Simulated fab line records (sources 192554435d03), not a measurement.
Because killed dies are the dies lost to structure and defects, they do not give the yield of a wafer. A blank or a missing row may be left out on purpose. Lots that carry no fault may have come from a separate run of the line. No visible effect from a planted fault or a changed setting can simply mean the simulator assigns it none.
Chamber matching / flow n5-finfet / rie-diel-03 running N5_DUMMY_GATE_ETCH_29: 4 sister chambers
The step etches underlayer in N2/H2, target depth 13 nm. 14 wafers are shown with their chamber, then 7 later ones without.

WAFERS PAIRED WITH THEIR CHAMBERS
wafer=L079.1; chamber=0; showerhead-plenum-p-Torr (Torr)=2.48; throttle-valve-pct (%)=17.61; drypump-motor-current-A (A)=5.9
wafer=L079.3; chamber=2; showerhead-plenum-p-Torr (Torr)=2.46; throttle-valve-pct (%)=17.99; drypump-motor-current-A (A)=6.0
wafer=L079.4; chamber=1; showerhead-plenum-p-Torr (Torr)=2.56; throttle-valve-pct (%)=17.59; drypump-motor-current-A (A)=5.7
wafer=L080.2; chamber=3; showerhead-plenum-p-Torr (Torr)=2.66; throttle-valve-pct (%)=17.84; drypump-motor-current-A (A)=5.5
wafer=L080.3; chamber=1; showerhead-plenum-p-Torr (Torr)=2.55; throttle-valve-pct (%)=17.61; drypump-motor-current-A (A)=5.7
wafer=L080.6; chamber=3; showerhead-plenum-p-Torr (Torr)=2.66; throttle-valve-pct (%)=17.84; drypump-motor-current-A (A)=5.5
wafer=L082.4; chamber=0; showerhead-plenum-p-Torr (Torr)=2.48; throttle-valve-pct (%)=17.63; drypump-motor-current-A (A)=5.9
wafer=L082.5; chamber=3; showerhead-plenum-p-Torr (Torr)=2.66; throttle-valve-pct (%)=17.84; drypump-motor-current-A (A)=5.6
wafer=L082.6; chamber=2; showerhead-plenum-p-Torr (Torr)=2.46; throttle-valve-pct (%)=17.99; drypump-motor-current-A (A)=6.1
wafer=L088.2; chamber=3; showerhead-plenum-p-Torr (Torr)=2.65; throttle-valve-pct (%)=17.85; drypump-motor-current-A (A)=5.5
wafer=L088.4; chamber=2; showerhead-plenum-p-Torr (Torr)=2.45; throttle-valve-pct (%)=18.03; drypump-motor-current-A (A)=6.1
wafer=L088.5; chamber=0; showerhead-plenum-p-Torr (Torr)=2.47; throttle-valve-pct (%)=17.65; drypump-motor-current-A (A)=5.9
wafer=L089.4; chamber=0; showerhead-plenum-p-Torr (Torr)=2.48; throttle-valve-pct (%)=17.64; drypump-motor-current-A (A)=5.9
wafer=L089.5; chamber=0; showerhead-plenum-p-Torr (Torr)=2.47; throttle-valve-pct (%)=17.65; drypump-motor-current-A (A)=5.9

SIGNATURES, as means of the wafers listed above
reading=showerhead-plenum-p-Torr; chamber 0=2.4760; chamber 1=2.5550; chamber 2=2.4567; chamber 3=2.6575; scatter within a chamber=0.00558
reading=throttle-valve-pct; chamber 0=17.6360; chamber 1=17.6000; chamber 2=18.0033; chamber 3=17.8425; scatter within a chamber=0.0157
reading=drypump-motor-current-A; chamber 0=5.900; chamber 1=5.700; chamber 2=6.067; chamber 3=5.525; scatter within a chamber=0.0376
Rule: for each reading, subtract the chamber's mean from the wafer's reading, divide by that reading's scatter and square the result; add these up over the readings and take the root, which gives the wafer's distance from the chamber. If the next closest chamber is less than 2 further off than the closest, the wafer can't be placed; otherwise it belongs to the closest. The scatter: take each reading less its chamber's mean, square it, sum over the shown wafers, divide by the number of wafers less the number of chambers, and take the root.

WAFERS WITH NO CHAMBER GIVEN
wafer=L089.6; showerhead-plenum-p-Torr (Torr)=2.65; throttle-valve-pct (%)=17.86; drypump-motor-current-A (A)=5.6
wafer=L093.2; showerhead-plenum-p-Torr (Torr)=2.65; throttle-valve-pct (%)=17.87; drypump-motor-current-A (A)=5.5
wafer=L093.3; showerhead-plenum-p-Torr (Torr)=2.47; throttle-valve-pct (%)=17.66; drypump-motor-current-A (A)=6.0
wafer=L093.5; showerhead-plenum-p-Torr (Torr)=2.47; throttle-valve-pct (%)=17.66; drypump-motor-current-A (A)=6.0
wafer=L097.2; showerhead-plenum-p-Torr (Torr)=2.47; throttle-valve-pct (%)=17.67; drypump-motor-current-A (A)=5.9
wafer=L097.3; showerhead-plenum-p-Torr (Torr)=2.64; throttle-valve-pct (%)=17.88; drypump-motor-current-A (A)=5.5
wafer=L097.5; showerhead-plenum-p-Torr (Torr)=2.64; throttle-valve-pct (%)=17.89; drypump-motor-current-A (A)=5.5

THE CHAMBER EACH PASSED THROUGH
wafer=L089.6; from the rows above=3; in truth=3
wafer=L093.2; from the rows above=3; in truth=3
wafer=L093.3; from the rows above=0; in truth=0
wafer=L093.5; from the rows above=0; in truth=0
wafer=L097.2; from the rows above=0; in truth=0
wafer=L097.3; from the rows above=3; in truth=3
wafer=L097.5; from the rows above=3; in truth=3
Correct placement for 7 of the 7. From these rows, 0 cannot be placed. Wrongly placed: 0.
